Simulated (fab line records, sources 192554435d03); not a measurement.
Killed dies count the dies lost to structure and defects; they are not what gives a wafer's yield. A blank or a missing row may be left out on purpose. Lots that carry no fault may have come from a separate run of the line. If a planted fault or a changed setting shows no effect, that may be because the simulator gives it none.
Struck lot and sound lot, side by side | flow n5-finfet | 22 out of 1938 route steps
Sound: these wafers, L565.2, L565.3, L565.6. The struck wafers were L573.1, L573.3, L573.4. At the end, the cause is stated.
For every step that has rows: the tool of each side, followed by ch and its chambers, followed by its first start. Under that, the readings that differ: sound wafers | struck wafers | difference of the means | sigmas: that difference in standard deviations of wafers without a fault.
alike: a reading whose means differ by less than 2 such deviations, as well as words and numbers matching on both sides. not compared: withheld readings; readings where some wafer has no value; bounds like >300 that might hide an equal value; numbers whose values overlap and for which the record gives no deviation.
The two part at a step that has a row with sigmas, a row that says differs or no value, or rows on one side only. Numbers that don't overlap but have no deviation are shown without sigmas and don't part them. A reading that every wafer of one side lacks parts them only if that side has two wafers or more.

first, 11 steps without rows for these wafers: N5_DUMMY_GATE_SRD_01 (time 30 s); N5_DUMMY_GATE_ALD_02 (deposits SiO2, target thk 2 nm, pulse time 1 s); N5_DUMMY_GATE_CVD_03 (deposits a-Si from SiH4, target thk 150 nm, time 8042 s); N5_DUMMY_GATE_PRECLEAN_46 (cleans in DIW, time 89.5 s); N5_DUMMY_GATE_SRD_47 (dry time 32 s); N5_DUMMY_GATE_CMP_04 (polishes a-Si); N5_DUMMY_GATE_HM_DEP_06 (deposits SiNx from DCS/NH3, target thk 80 nm, time 5141 s); N5_DUMMY_GATE_PECVD_30 (deposits SiO2 from TEOS/O2, target thk 55 nm, time 10.8 s); N5_DUMMY_GATE_COAT_34 (time 60 s, resist thk 60 nm); N5_DUMMY_GATE_COAT_35 (time 60 s, resist thk 10 nm); N5_DUMMY_GATE_COAT_28 (time 60 s, resist thk 10 nm).
N5_DUMMY_GATE_COAT_09: resist thk 30 nm.
  sound on litho-track-03 ch 0, day 3 08:07; struck on litho-track-03 ch 0, day 5 09:40
  reading                                         | sound                | struck               | difference | sigmas
  spin-speed-rpm (rpm)                            | 1500.4 1501.5 1501.2 | 1338.0 1335.9 1337.5 | -163.9     | -99 or more
  model.CAR-EUV_of_DUMMY_GATE_COAT_09.thk-nm (nm) | 30.2 30.2 30.2       | 31.8 32 32           | +1.7       |
then, 7 steps without rows for these wafers: N5_DUMMY_GATE_EBR_11; N5_DUMMY_GATE_SOFTBAKE_10 (time 60 s); N5_DUMMY_GATE_EXPOSE_12 (exposes mask GATE, target cd 25 nm); N5_DUMMY_GATE_PEB_13 (peb time 60 s); N5_DUMMY_GATE_DEVELOP_14 (develop time 30 s); N5_DUMMY_GATE_DESCUM_20 (chemistry O2, time 6.2 s); N5_DUMMY_GATE_ETCH_29 (etches underlayer in N2/H2, target depth 13 nm).
N5_DUMMY_GATE_ETCH_36: etches SiARC in CF4, target depth 13 nm.
  sound on rie-diel-04 ch 0,1,3, day 3 08:37; struck on rie-diel-04 ch 0,3, day 5 10:17
  reading                                         | sound          | struck         | difference | sigmas
  model.CAR-EUV_of_DUMMY_GATE_COAT_09.thk-nm (nm) | 11.6 11.4 11.6 | 13.2 13.2 13.4 | +1.7       |
  alike: drypump-motor-current-A, oes-product-au, rf-fwd-power-W, rf-vpp-V, showerhead-plenum-p-Torr, throttle-valve-pct
  not compared: rf-hours-counter-h
then, 1 step without rows for these wafers: N5_DUMMY_GATE_ETCH_37 (etches SOC in N2/H2, target depth 60 nm, overetch 30 nm).
-- record jumps: 5 days separate the struck wafers' starts on either side; left off in module DUMMY_GATE, taken up again in module BEOL_M4, whose first shown step is the route's number 1111 --
N5_BEOL_M4_RC_MEAS_101:
  sound on prober-02 ch 0, day 8 04:36; struck on prober-01 ch 0, day 10 08:14
  alike: DIBL_N, DIBL_P, IOFF_N, IOFF_P, ION_N, ION_P, SS_N, SS_P, VT_N, VT_P

WHERE THEY PART
Only at N5_DUMMY_GATE_COAT_09, as far as this record shows. Later steps at which nothing parts them and some readings are alike: N5_DUMMY_GATE_ETCH_36, N5_BEOL_M4_RC_MEAS_101.

WHY: what had been put in by the simulator
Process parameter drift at N5_DUMMY_GATE_COAT_09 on litho-track-03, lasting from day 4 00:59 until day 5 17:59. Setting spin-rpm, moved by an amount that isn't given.
